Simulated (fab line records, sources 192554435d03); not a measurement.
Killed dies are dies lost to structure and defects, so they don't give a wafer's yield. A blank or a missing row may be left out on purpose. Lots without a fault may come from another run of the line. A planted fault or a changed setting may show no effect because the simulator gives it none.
Which tool did it? | flow n5_finfet | 12 lots, 36 wafers sampled, at 4 steps of a route of 1938

WHAT THE GAUGES READ, wafer by wafer
N5_BEOL_M6_OCD_MEAS_38.
lot  | measured     | on     | trench_depth_nm (nm)
L075 | day 8 19:47  | ocd-01 | 95.7 94.2 98.0
L077 | day 9 06:19  | ocd-02 | 96.7 92.0 91.8
L079 | day 9 19:28  | ocd-01 | 94.0 92.1 92.3
L082 | day 10 09:43 | ocd-01 | 95.7 96.2 97.8
L083 | day 10 18:51 | ocd-02 | 91.1 90.1 91.4
L086 | day 11 04:40 | ocd-01 | 93.0 95.8 95.4
L087 | day 11 21:30 | ocd-02 | 95.6 96.0 96.9
L089 | day 12 01:15 | ocd-01 | 95.4 96.0 88.7
L091 | day 13 02:11 | ocd-02 | 93.8 96.7 95.9
L093 | day 13 08:11 | ocd-02 | 95.8 94.3 95.6
L095 | day 13 20:23 | ocd-01 | 91.6 93.7 94.2
L096 | day 14 08:00 | ocd-01 | 95.3 96.2 92.9

WHICH TOOL RAN EACH LOT (tool, then ch and the chambers of the sampled wafers, then the start)
lot  | N5_BEOL_M6_ETCH_65                 | N5_BEOL_M6_TRENCH_ETCH_37                     | N5_BEOL_M6_STRIP_80
L075 | rie_diel-01 ch 1,2,3, day 8 19:25  | rie_diel-01 ch 1,2,3, day 8 19:47 or earlier  | rie_diel-01 ch 1,2,3, day 8 19:47 or earlier
L077 | rie_diel-04 ch 0,1,2, day 9 05:57  | rie_diel-04 ch 0,1,2, day 9 06:19 or earlier  | rie_diel-04 ch 0,1,2, day 9 06:19 or earlier
L079 | rie_diel-02 ch 1,2,3, day 9 19:06  | rie_diel-02 ch 1,2,3, day 9 19:28 or earlier  | rie_diel-02 ch 1,2,3, day 9 19:28 or earlier
L082 | rie_diel-01 ch 1,2, day 10 09:20   | rie_diel-01 ch 1,2, day 10 09:43 or earlier   | rie_diel-01 ch 1,2, day 10 09:43 or earlier
L083 | rie_diel-04 ch 1,3, day 10 18:28   | rie_diel-04 ch 1,3, day 10 18:51 or earlier   | rie_diel-04 ch 1,3, day 10 18:51 or earlier
L086 | rie_diel-04 ch 0,1, day 11 04:17   | rie_diel-04 ch 0,1, day 11 04:40 or earlier   | rie_diel-04 ch 0,1, day 11 04:40 or earlier
L087 | rie_diel-01 ch 2,3, day 11 21:07   | rie_diel-01 ch 2,3, day 11 21:30 or earlier   | rie_diel-01 ch 2,3, day 11 21:30 or earlier
L089 | rie_diel-01 ch 0,1,2, day 12 00:52 | rie_diel-01 ch 0,1,2, day 12 01:15 or earlier | rie_diel-01 ch 0,1,2, day 12 01:15 or earlier
L091 | rie_diel-02 ch 1,2,3, day 13 01:49 | rie_diel-02 ch 1,2,3, day 13 02:11 or earlier | rie_diel-02 ch 1,2,3, day 13 02:11 or earlier
L093 | rie_diel-01 ch 1,2, day 13 07:48   | rie_diel-01 ch 1,2, day 13 08:11 or earlier   | rie_diel-01 ch 1,2, day 13 08:11 or earlier
L095 | rie_diel-04 ch 0,1,2, day 13 20:00 | rie_diel-04 ch 0,1,2, day 13 20:23 or earlier | rie_diel-04 ch 0,1,2, day 13 20:23 or earlier
L096 | rie_diel-04 ch 0,1,2, day 14 07:37 | rie_diel-04 ch 0,1,2, day 14 08:00 or earlier | rie_diel-04 ch 0,1,2, day 14 08:00 or earlier
- N5_BEOL_M6_ETCH_65: etches SiARC in CF4, target depth 15.6 nm, time 26 s.
- N5_BEOL_M6_TRENCH_ETCH_37: etches SiCOH lowk in C4F6/O2, target depth 94.435 nm, time 31.5 s.
- N5_BEOL_M6_STRIP_80: strips in N2/H2, time 10 s.

THE ANSWER, worked out from the rows above alone
Rule: what is usual is taken from the lots themselves. Put in order of their means at a reading, lots are off if they are a third of the lots or fewer, leave a main group of 4 or more, and stand apart from it by a gap of 3 or more times the standard deviation of the main group's means; of several such gaps the widest counts. A main group whose means are all the same, to the digits that the tables above print for the reading, isn't used. A lot without any number at a reading at which 4 lots or more have one is off too. The other lots that the step has rows for count as sound.
No lot is off at any reading shown: from this, nothing can be told.

WHAT THE SIMULATOR HAD PUT IN
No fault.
